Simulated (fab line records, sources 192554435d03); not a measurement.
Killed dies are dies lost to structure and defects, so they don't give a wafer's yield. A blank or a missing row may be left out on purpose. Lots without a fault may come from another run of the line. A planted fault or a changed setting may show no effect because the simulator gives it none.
fab line records | flow n5_finfet
record lots=7 wafers=39
route steps=1938 shown BEOL_M8@1377 BEOL_M11@1536 BEOL_M13@1705
start_h: hours from the record's first day to the start of the lot's first wafer shown | wait_h: hours since the lot's step before | " the same as in the row above | L1.1+2: a row that stands for several wafers | - no value, or no start given | * or withheld: withheld | < > ~ a bound
route shown NAME@n: a module of which the file shows steps, and the number in the route of the first | usual: mean/standard deviation of fault-free wafers | same: alike in all rows | chamber/n: place in a boat | sites: the reading at each site | _std_site: their standard deviation | _edge_site: outer sites' mean less inner sites' | radius_mm: how far each site lies from the wafer's centre | mask NAME#n: copy n | behind: the tool/chamber that last shaped the wafer | hold: why the lot was held/for how many hours/how that ended | device: the transistor (n, p or np) that didn't switch | end of line: the same wafers' tests at the end of the route | a step without rows: its recipe alone | killed: dies lost to structure and defects at the first sort, not the wafer's yield | map: a wafer's dies, x killed, . not, _ none there
set.NAME: the setting as run; set.NAME@STEP: as run at that earlier step | model.NAME: the simulator's own value behind a step, which no gauge read
lots whose settings were changed on purpose; a table a step, a row a wafer
## steps
# step N5_BEOL_M8_TRENCH_ETCH_37
# recipe chemistry=C4F6/O2 target_depth_a=934.78 target=SiCOH_lowk time_s=31.2 ion_energy_ev=250 pressure_mtorr=30 source_w=345 bias_w=185 Ar_flow_sccm=300 C4F6_flow_sccm=10 O2_flow_sccm=10
# columns lot.wafer tool chamber start_h wait_h set.time_s model.BEOL_M8.feature_depth_nm model.etch.depth_nm
L078.1 rie_diel-04 2 - - 31.2 94.8 94.87
L078.2 " 0 " " 31.2 97.8 97.85
L078.3 " 3 " " 31.2 92.6 92.6
L078.4 " 0 " " 31.2 97 96.95
L078.5 " 2 " " 31.2 94.6 94.56
L078.6 " 3 " " 31.2 92.6 92.57
L080.1 rie_diel-01 3 - - 17.99 54.6 54.52
L080.2 " 1 " " 31.2 93 93.06
L080.3 " 2 " " 17.99 53.4 53.46
L080.4 " 0 " " 31.2 96.4 96.48
L080.5 " 1 " " 31.2 93.4 93.39
L080.6 " 2 " " 17.99 53.8 53.73
L081.1 rie_diel-02 0 - - 31.2 95.2 95.22
L081.2 " 1 " " 31.2 95.2 95.27
L081.3 " 2 " " 31.2 88.2 88.18
L081.4 " 3 " " 31.2 96.6 96.5
L081.5 " 0 " " 31.2 94.8 94.7
L081.6 " 3 " " 31.2 95.2 95.26
L079.1 rie_diel-04 0 - - 14.67 45.8 45.78
L079.2 " 2 " " 14.67 44.4 44.38
L079.3 " 3 " " 31.2 92.6 92.53
L079.4 " 0 " " 14.67 46.2 46.13
L079.5 " 2 " " 31.2 93.6 93.69
L079.6 " 3 " " 31.2 92.4 92.35
L083.1 rie_diel-04 3 - - 31.2 91.6 91.6
L083.2 " 2 " " 31.2 92.6 92.64
L083.6 " 3 " " 31.2 92 91.92
L097.1 rie_diel-02 2 - - 47.01 131 131
L097.2 " 1 " " 47.01 140.6 140.7
L097.3 " 0 " " 47.01 140.4 140.5
L097.4 " 2 " " 31.2 85.8 85.74
L097.5 " 1 " " 31.2 92.8 92.75
L097.6 " 0 " " 31.2 93 92.96
L096.1 rie_diel-04 2 - - 31.2 94.8 94.88
L096.2 " 1 " " 17.43 52 52.04
L096.3 " 3 " " 17.43 54 53.92
L096.4 " 0 " " 31.2 98.2 98.17
L096.5 " 0 " " 31.2 98.6 98.62
L096.6 " 1 " " 17.43 51.8 51.73
# step N5_BEOL_M8_ETCH_41
# recipe chemistry=CH3F/O2 target=SiCN target_depth_a=319 taper_deg=2 time_s=57.8 ion_energy_ev=120 mask_material=TiN pressure_mtorr=30 source_w=395 bias_w=75 Ar_flow_sccm=150 CH3F_flow_sccm=30 O2_flow_sccm=20
# step N5_BEOL_M8_STRIP_80
# recipe chemistry=N2/H2 time_s=10 power_w=450 temp_c=40 pressure_mtorr=20 rf_frequency_hz=6e+07 bias_power_w=7 n2_flow_sccm=200 h2_flow_sccm=200
# step N5_BEOL_M8_OCD_MEAS_38
# usual trench_depth_nm=93.9/2.4
# columns lot.wafer tool chamber start_h wait_h set.time_s@BEOL_M8_TRENCH_ETCH_37 trench_depth_nm
L078.1 ocd-01 - 230.54 - 31.2 94.9
L078.2 " - " " 31.2 98.1
L078.3 " - " " 31.2 92.2
L078.4 " - " " 31.2 97.0
L078.5 " - " " 31.2 94.6
L078.6 " - " " 31.2 92.8
L080.1 ocd-02 - 250.54 - 17.99 54.2
L080.2 " - " " 31.2 92.9
L080.3 " - " " 17.99 54.0
L080.4 " - " " 31.2 96.5
L080.5 " - " " 31.2 93.1
L080.6 " - " " 17.99 53.9
L081.1 ocd-01 - 250.54 - 31.2 95.1
L081.2 " - " " 31.2 95.8
L081.3 " - " " 31.2 88.6
L081.4 " - " " 31.2 95.9
L081.5 " - " " 31.2 94.4
L081.6 " - " " 31.2 95.0
L079.1 ocd-01 - 250.79 - 14.67 45.9
L079.2 " - " " 14.67 43.6
L079.3 " - " " 31.2 92.7
L079.4 " - " " 14.67 45.8
L079.5 " - " " 31.2 93.6
L079.6 " - " " 31.2 92.2
L083.1 ocd-01 - 265.58 - 31.2 91.8
L083.2 " - " " 31.2 92.6
L083.6 " - " " 31.2 91.7
L097.1 ocd-01 - 361.17 - 47.01 131.1
L097.2 " - " " 47.01 140.9
L097.3 " - " " 47.01 140.6
L097.4 " - " " 31.2 85.5
L097.5 " - " " 31.2 92.8
L097.6 " - " " 31.2 93.2
L096.1 ocd-01 - 361.42 - 31.2 94.6
L096.2 " - " " 17.43 52.4
L096.3 " - " " 17.43 54.0
L096.4 " - " " 31.2 98.5
L096.5 " - " " 31.2 98.7
L096.6 " - " " 17.43 51.3
# step N5_BEOL_M8_HM_STRIP_39
# recipe chemistry=peroxide_tin_strip material=TiN target_depth_a=250 temp_c=50 time_s=158
# step N5_BEOL_M8_SRD_40
# recipe time_s=30 temp_c=23 rinse_liquid=diw dry=ipa_marangoni
# step N5_BEOL_M8_ECD_50
# recipe material=Cu target_thk_a=3000
# step N5_BEOL_M8_ANNEAL_51
# recipe temp_c=225 time_s=90 ambient=N2
# step N5_BEOL_M8_CMP_52
# recipe stop_on=SiCOH_lowk t_overpolish_s=6.9 down_force_psi=1 platen_rpm=50 clearing_platen_down_force_psi=1.5 clearing_platen_rpm=50 post_cmp_clean=cu_alkaline target_thk_nm=80 clearing_platen_pad_velocity_m_s=0.99484 pad_velocity_m_s=0.99484
# columns lot.wafer tool chamber start_h wait_h set.time_s@BEOL_M8_TRENCH_ETCH_37 model.Cu_of_BEOL_M8_ECD_50.thk_nm
L078.2 cmp-02 0 233.51 0.2 31.2 85.4
L078.4 " 1 " " 31.2 84.6
L078.3+5 " 2,0 " " 31.2 81.8
L078.1 " 3 " " 31.2 83
L078.6 " 1 " " 31.2 79
L080.2 cmp-01 3 253.08 0.2 31.2 76.4
L080.4 " 0 " " 31.2 84.2
L080.3 " 1 " " 17.99 38.6
L080.1 " 2 " " 17.99 42.4
L080.5 " 3 " " 31.2 77
L080.6 " 0 " " 17.99 41
L081.2+1 cmp-02 2,1 253.09 0.2 31.2 82
L081.3 " 3 " " 31.2 74.6
L081.4 " 0 " " 31.2 83
L081.5 " 2 " " 31.2 80.8
L081.6 " 3 " " 31.2 81.8
L079.3 cmp-03 0 253.35 0.2 31.2 81
L079.1 " 1 " " 14.67 31.8
L079.4 " 2 " " 14.67 37
L079.2 " 3 " " 14.67 34.4
L079.5 " 0 " " 31.2 83
L079.6 " 1 " " 31.2 78.6
L083.2 cmp-03 2 268.57 0.2 31.2 80.2
L083.1 " 0 " " 31.2 79
L083.6 " 2 " " 31.2 79.8
L097.3 cmp-01 3 365.46 0.2 47.01 126
L097.4 " 0 " " 31.2 75.2
L097.2 " 1 " " 47.01 126.8
L097.1 " 2 " " 47.01 119.4
L097.5 " 3 " " 31.2 77.6
L097.6 " 0 " " 31.2 81
L096.1 cmp-02 2 366.28 0.3 31.2 82.6
L096.2 " 3 " " 17.43 38.8
L096.4 " 0 " " 31.2 84.2
L096.3 " 1 " " 17.43 39.6
L096.5 " 2 " " 31.2 85.8
L096.6 " 3 " " 17.43 37
# step N5_BEOL_M8_THK_MEAS_53
# recipe thk_meas_gauge=xrf reads=Cu_of_BEOL_M8_ECD_50
# usual M8_THK=80.4/2.9
# columns lot.wafer tool chamber start_h wait_h set.time_s@BEOL_M8_TRENCH_ETCH_37 M8_THK[nm]
L078.1 film_metro-02 - 233.80 - 31.2 82.8
L078.2 " - " " 31.2 85.1
L078.3 " - " " 31.2 81.6
L078.4 " - " " 31.2 84.6
L078.5 " - " " 31.2 81.9
L078.6 " - " " 31.2 79.3
L080.1 film_metro-02 - 253.37 - 17.99 41.8
L080.2 " - " " 31.2 76.2
L080.3 " - " " 17.99 38.3
L080.4 " - " " 31.2 83.9
L080.5 " - " " 31.2 76.3
L080.6 " - " " 17.99 40.7
L081.1 film_metro-01 - 253.38 - 31.2 81.5
L081.2 " - " " 31.2 81.8
L081.3 " - " " 31.2 74.3
L081.4 " - " " 31.2 82.6
L081.5 " - " " 31.2 80.6
L081.6 " - " " 31.2 81.6
L079.1 film_metro-02 - 253.64 - 14.67 31.8
L079.2 " - " " 14.67 34.4
L079.3 " - " " 31.2 81.4
L079.4 " - " " 14.67 37.0
L079.5 " - " " 31.2 83.5
L079.6 " - " " 31.2 78.5
L083.1 film_metro-02 - 268.83 - 31.2 79.3
L083.2 " - " " 31.2 80.8
L083.6 " - " " 31.2 79.9
L097.1 film_metro-02 - 365.75 - 47.01 119.2
L097.2 " - " " 47.01 126.8
L097.3 " - " " 47.01 126.2
L097.4 " - " " 31.2 75.4
L097.5 " - " " 31.2 77.4
L097.6 " - " " 31.2 80.5
L096.1 film_metro-02 - 366.58 - 31.2 82.8
L096.2 " - " " 17.43 38.8
L096.3 " - " " 17.43 39.7
L096.4 " - " " 31.2 84.6
L096.5 " - " " 31.2 85.5
L096.6 " - " " 17.43 37.1
# step N5_BEOL_M8_PRE_CLEAN_55
# recipe gas=NH3 time_s=15 temp_c=withheld rf_power_w=300
# step N5_BEOL_M8_DEP_56
# recipe material=SiCN target_thk_a=100 temp_c=withheld precursor=3MS/NH3 pressure_torr=3 rf_w=202 time_s=17.5
# step N5_BEOL_M8_RS_MEAS_57
# recipe thk_meas_gauge=four-point-probe reads=Cu_of_BEOL_M8_ECD_50+Co_of_BEOL_M8_CVD_78+TaN_of_BEOL_M8_ALD_77
# usual M8_RS=0.284/0.012
# columns lot.wafer tool chamber start_h wait_h set.time_s@BEOL_M8_TRENCH_ETCH_37 M8_RS[ohm/sq]
L078.1 film_metro-02 - 233.94 0.1 31.2 0.274
L078.2 " - " " 31.2 0.265
L078.3 " - " " 31.2 0.279
L078.4 " - " " 31.2 0.268
L078.5 " - " " 31.2 0.279
L078.6 " - " " 31.2 0.289
L080.1 film_metro-02 - 253.50 0.1 17.99 0.626
L080.2 " - " " 31.2 0.302
L080.3 " - " " 17.99 0.702
L080.4 " - " " 31.2 0.270
L080.5 " - " " 31.2 0.299
L080.6 " - " " 17.99 0.650
L081.1 film_metro-01 - 253.51 0.1 31.2 0.277
L081.2 " - " " 31.2 0.277
L081.3 " - " " 31.2 0.311
L081.4 " - " " 31.2 0.273
L081.5 " - " " 31.2 0.282
L081.6 " - " " 31.2 0.278
L079.1 film_metro-02 - 253.77 0.1 14.67 0.911
L079.2 " - " " 14.67 0.820
L079.3 " - " " 31.2 0.281
L079.4 " - " " 14.67 0.746
L079.5 " - " " 31.2 0.274
L079.6 " - " " 31.2 0.292
L083.1 film_metro-01 - 268.96 0.1 31.2 0.289
L083.2 " - " " 31.2 0.285
L083.6 " - " " 31.2 0.286
L097.1 film_metro-02 - 365.88 0.1 47.01 0.181
L097.2 " - " " 47.01 0.169
L097.3 " - " " 47.01 0.169
L097.4 " - " " 31.2 0.307
L097.5 " - " " 31.2 0.296
L097.6 " - " " 31.2 0.281
L096.1 film_metro-01 - 366.71 0.1 31.2 0.275
L096.2 " - " " 17.43 0.699
L096.3 " - " " 17.43 0.680
L096.4 " - " " 31.2 0.268
L096.5 " - " " 31.2 0.263
L096.6 " - " " 17.43 0.742
# step N5_BEOL_M11_ILD_DEP_00
# recipe material=SiCOH_lowk target_thk_a=3085.1 temp_c=300 precursor=DEMS/porogen pressure_torr=5 rf_w=500 time_s=58
# columns lot.wafer tool chamber start_h wait_h set.target_thk_a model.SiCOH_lowk_of_BEOL_M11_ILD_DEP_00.thk_nm
L078.1 pecvd-01 0 253.30 0.0 1422 138.2
L078.2 " 1 " " 1422 137.2
L078.3 " 2 " " 3085.1 301
L078.4 " 2 " " 1422 136.4
L078.5 " 1 " " 3085.1 303.2
L078.6 " 0 " " 3085.1 309.8
L080.1 pecvd-03 1 270.47 0.0 1986 191.4
L080.2 " 0 " " 3085.1 293.4
L080.3 " 2 " " 3085.1 291.6
L080.4 " 2 " " 3085.1 303.8
L080.5 " 1 " " 1986 193.8
L080.6 " 0 " " 1986 186.8
L079.1 pecvd-02 2 272.75 0.0 3085.1 301.2
L079.2 " 0 " " 3085.1 304.4
L079.3 " 1 " " 3085.1 301.6
L079.4 " 2 " " 3085.1 300.4
L079.5 " 0 " " 3085.1 307.4
L079.6 " 1 " " 3085.1 310
L081.1 pecvd-03 1 273.04 0.0 3085.1 307.4
L081.2 " 0 " " 1573 148.4
L081.3 " 2 " " 3085.1 300
L081.4 " 1 " " 1573 158.6
L081.5 " 2 " " 1573 153.8
L081.6 " 0 " " 3085.1 302.4
L083.1 pecvd-02 2 287.09 0.0 3085.1 296.8
L083.2 " 0 " " 3085.1 301.8
L083.6 " 0 " " 3085.1 307.6
L097.1 pecvd-02 2 386.53 0.0 1901 173.8
L097.2 " 0 " " 3085.1 298.6
L097.3 " 1 " " 1901 181.2
L097.4 " 1 " " 3085.1 297.4
L097.5 " 2 " " 1901 178
L097.6 " 0 " " 3085.1 305.2
L096.1 pecvd-01 0 387.98 0.0 4246 421
L096.2 " 2 " " 3085.1 299.8
L096.3 " 2 " " 4246 419.2
L096.4 " 0 " " 4246 425.6
L096.5 " 0 " " 3085.1 309.2
L096.6 " 2 " " 3085.1 305.8
# step N5_BEOL_M11_CURE_71
# recipe temp_c=385 time_s=240 ambient=He/Ar material=SiCOH_lowk
# columns lot.wafer tool chamber start_h wait_h set.target_thk_a@BEOL_M11_ILD_DEP_00 model.SiCOH_lowk_of_BEOL_M11_ILD_DEP_00.thk_nm
L078.1 uv_cure-01 1 253.38 0.0 1422 119
L078.2 " 1 " " 1422 118
L078.3 " 1 " " 3085.1 261.2
L078.4 " 1 " " 1422 117.2
L078.5 " 1 " " 3085.1 263.4
L078.6 " 1 " " 3085.1 269.2
L080.1 uv_cure-01 1 270.55 0.0 1986 165.2
L080.2 " 1 " " 3085.1 254.6
L080.3 " 1 " " 3085.1 253.2
L080.4 " 1 " " 3085.1 264
L080.5 " 1 " " 1986 167.2
L080.6 " 1 " " 1986 161
L079.1 uv_cure-01 2 272.83 0.0 3085.1 261.6
L079.2 " 2 " " 3085.1 264.4
L079.3 " 2 " " 3085.1 261.8
L079.4 " 2 " " 3085.1 260.8
L079.5 " 2 " " 3085.1 267
L079.6 " 2 " " 3085.1 269.4
L081.1 uv_cure-02 2 273.12 0.0 3085.1 267
L081.2 " 2 " " 1573 127.8
L081.3 " 2 " " 3085.1 260.6
L081.4 " 2 " " 1573 136.6
L081.5 " 2 " " 1573 132.4
L081.6 " 2 " " 3085.1 262.6
L083.1 uv_cure-03 1 287.17 0.0 3085.1 257.8
L083.2 " 1 " " 3085.1 262.2
L083.6 " 1 " " 3085.1 267.2
L097.1 uv_cure-01 1 386.95 0.4 1901 149.8
L097.2 " 1 " " 3085.1 259.2
L097.3 " 1 " " 1901 156.2
L097.4 " 1 " " 3085.1 258.2
L097.5 " 1 " " 1901 153.4
L097.6 " 1 " " 3085.1 265.2
L096.1 uv_cure-03 1 388.14 0.1 4246 368
L096.2 " 1 " " 3085.1 260.2
L096.3 " 1 " " 4246 366.4
L096.4 " 1 " " 4246 372
L096.5 " 1 " " 3085.1 268.6
L096.6 " 1 " " 3085.1 265.6
# step N5_BEOL_M11_THK_MEAS_01
# recipe reads=SiCOH_lowk_of_BEOL_M11_ILD_DEP_00
# usual M11_ILD_THK=264/4.2
# columns lot.wafer tool chamber start_h wait_h set.target_thk_a@BEOL_M11_ILD_DEP_00 M11_ILD_THK[nm]
L078.1 film_metro-01 - 253.89 0.4 1422 119
L078.2 " - " " 1422 118
L078.3 " - " " 3085.1 261
L078.4 " - " " 1422 117
L078.5 " - " " 3085.1 263
L078.6 " - " " 3085.1 269
L080.1 film_metro-01 - 271.07 0.4 1986 165
L080.2 " - " " 3085.1 255
L080.3 " - " " 3085.1 253
L080.4 " - " " 3085.1 264
L080.5 " - " " 1986 167
L080.6 " - " " 1986 161
L079.1 film_metro-02 - 273.35 0.4 3085.1 262
L079.2 " - " " 3085.1 265
L079.3 " - " " 3085.1 262
L079.4 " - " " 3085.1 261
L079.5 " - " " 3085.1 267
L079.6 " - " " 3085.1 269
L081.1 film_metro-02 - 273.65 0.4 3085.1 267
L081.2 " - " " 1573 128
L081.3 " - " " 3085.1 260
L081.4 " - " " 1573 137
L081.5 " - " " 1573 132
L081.6 " - " " 3085.1 262
L083.1 film_metro-02 - 287.68 0.4 3085.1 258
L083.2 " - " " 3085.1 262
L083.6 " - " " 3085.1 267
L097.1 film_metro-02 - 387.46 0.4 1901 150
L097.2 " - " " 3085.1 259
L097.3 " - " " 1901 156
L097.4 " - " " 3085.1 258
L097.5 " - " " 1901 153
L097.6 " - " " 3085.1 265
L096.1 film_metro-02 - 388.65 0.4 4246 368
L096.2 " - " " 3085.1 260
L096.3 " - " " 4246 366
L096.4 " - " " 4246 372
L096.5 " - " " 3085.1 269
L096.6 " - " " 3085.1 266
# step N5_BEOL_M13_SPUTTER_43
# recipe material=TaN target_thk_a=150 temp_c=50 bias_v=168.6 power_w=15000 chamber_pressure_pa=0.12 time_s=24.19
# columns lot.wafer tool chamber start_h wait_h set.time_s model.TaN_of_BEOL_M13_SPUTTER_43.thk_nm
L078.1+5+6 pvd_sputter-02 - 274.06 0.0 20.24 12.6
L078.2+3 " - " " 24.19 15
L078.4 " - " " 24.19 15.2
L080.1 pvd_sputter-03 - 290.82 0.0 31.75 19.8
L080.2 " - " " 31.75 19.4
L080.3 " - " " 24.19 15
L080.4+6 " - " " 24.19 14.8
L080.5 " - " " 31.75 19.6
L079.1+6 pvd_sputter-03 - 294.91 0.0 34.12 20.8
L079.2 " - " " 34.12 21
L079.3 " - " " 24.19 14.8
L079.4 " - " " 24.19 15
L079.5 " - " " 24.19 14.6
L081.1+2 pvd_sputter-02 - 294.92 0.0 33.35 20.6
L081.3+5 " - " " 24.19 15
L081.4 " - " " 24.19 15.2
L081.6 " - " " 33.35 20.8
L083.1 pvd_sputter-02 - 310.44 0.0 24.19 15
L083.2+6 " - " " 24.19 14.8
L097.1+4+5+6 pvd_sputter-01 - 406.37 0.0 24.19 15
L097.2+3 " - " " 24.19 15.2
L096.1 pvd_sputter-03 - 406.55 0.0 24.19 15
L096.2+6 " - " " 24.19 15.2
L096.3+4+5 " - " " 36.99 23
# step N5_BEOL_M13_SPUTTER_44
# recipe material=Ta target_thk_a=100 temp_c=50 bias_v=80 power_w=15000 chamber_pressure_pa=0.07 time_s=16.13
# step N5_BEOL_M13_SPUTTER_45
# recipe material=Cu target_thk_a=800 temp_c=-20 bias_v=60 power_w=26000 chamber_pressure_pa=0.13 time_s=13.33
# step N5_BEOL_M13_ECD_47
# recipe material=Cu target_thk_a=9360
# step N5_BEOL_M13_ANNEAL_48
# recipe temp_c=225 time_s=90 ambient=N2
# step N5_BEOL_M13_CMP_49
# recipe stop_on=SiOC t_overpolish_s=17.1 down_force_psi=1 platen_rpm=50 clearing_platen_down_force_psi=1.5 clearing_platen_rpm=50 post_cmp_clean=cu_alkaline target_thk_nm=420 clearing_platen_pad_velocity_m_s=0.99484 pad_velocity_m_s=0.99484
# usual barrier_field_endpoint_s=30.4/1.1
# columns lot.wafer tool chamber start_h wait_h set.time_s@BEOL_M13_SPUTTER_43 barrier_field_endpoint_s
L078.3 cmp-01 2 274.82 0.2 24.19 31.8
L078.2 " 3 " " 24.19 29.4
L078.4 " 0 " " 24.19 32.2
L078.1 " 1 " " 20.24 28.6
L078.5 " 2 " " 20.24 28.5
L078.6 " 3 " " 20.24 27.0
L080.2 cmp-03 1 291.56 0.2 31.75 33.4
L080.3 " 2 " " 24.19 30.4
L080.1 " 3 " " 31.75 37.3
L080.4 " 0 " " 24.19 30.4
L080.6 " 1 " " 24.19 28.5
L080.5 " 2 " " 31.75 36.4
L079.3 cmp-03 2 295.65 0.2 24.19 30.0
L079.1 " 3 " " 34.12 39.3
L079.2 " 0 " " 34.12 37.9
L079.4 " 1 " " 24.19 29.0
L079.6 " 2 " " 34.12 39.2
L079.5 " 3 " " 24.19 30.4
L081.3 cmp-01 2 295.66 0.2 24.19 30.8
L081.1 " 3 " " 33.35 34.6
L081.2 " 0 " " 33.35 38.1
L081.4 " 1 " " 24.19 30.2
L081.5 " 2 " " 24.19 31.2
L081.6 " 3 " " 33.35 35.7
L083.2 cmp-03 1 311.42 0.2 24.19 27.6
L083.1 " 3 " " 24.19 30.0
L083.6 " 1 " " 24.19 27.3
L097.1 cmp-01 0 407.11 0.3 24.19 32.1
L097.4 " 1 " " 24.19 29.9
L097.3 " 2 " " 24.19 32.0
L097.2 " 3 " " 24.19 28.2
L097.6 " 0 " " 24.19 31.3
L097.5 " 1 " " 24.19 29.8
L096.4 cmp-03 2 407.29 0.1 36.99 41.4
L096.2 " 3 " " 24.19 33.0
L096.1 " 0 " " 24.19 31.9
L096.3 " 1 " " 36.99 39.6
L096.6 " 2 " " 24.19 31.9
L096.5 " 3 " " 36.99 42.9
## key
split step=N5_BEOL_M8_TRENCH_ETCH_37 setting=time_s stated=31.2 by=wafer
response step=N5_BEOL_M8_TRENCH_ETCH_37 reading=model.BEOL_M8.feature_depth_nm change=+0.939 per=1% r=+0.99
response step=N5_BEOL_M8_TRENCH_ETCH_37 reading=model.etch.depth_nm change=+0.94 per=1% r=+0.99
response step=N5_BEOL_M8_OCD_MEAS_38 reading=trench_depth_nm change=+0.942 per=1% r=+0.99
response step=N5_BEOL_M8_CMP_52 reading=model.Cu_of_BEOL_M8_ECD_50.thk_nm change=+0.927 per=1% r=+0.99
response step=N5_BEOL_M8_THK_MEAS_53 reading=M8_THK change=+0.93 per=1% r=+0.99
response step=N5_BEOL_M8_RS_MEAS_57 reading=M8_RS shape=bent at_lowest=0.825 at_stated=0.282 at_highest=0.173
split step=N5_BEOL_M11_ILD_DEP_00 setting=target_thk_a stated=3085.1 by=wafer
response step=N5_BEOL_M11_ILD_DEP_00 reading=model.SiCOH_lowk_of_BEOL_M11_ILD_DEP_00.thk_nm change=+3.09 per=1% r=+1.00
response step=N5_BEOL_M11_CURE_71 reading=model.SiCOH_lowk_of_BEOL_M11_ILD_DEP_00.thk_nm change=+2.71 per=1% r=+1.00
response step=N5_BEOL_M11_THK_MEAS_01 reading=M11_ILD_THK change=+2.71 per=1% r=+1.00
split step=N5_BEOL_M13_SPUTTER_43 setting=time_s stated=24.19 by=wafer
response step=N5_BEOL_M13_SPUTTER_43 reading=model.TaN_of_BEOL_M13_SPUTTER_43.thk_nm change=+0.149 per=1% r=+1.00
response step=N5_BEOL_M13_CMP_49 reading=barrier_field_endpoint_s change=+0.18 per=1% r=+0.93
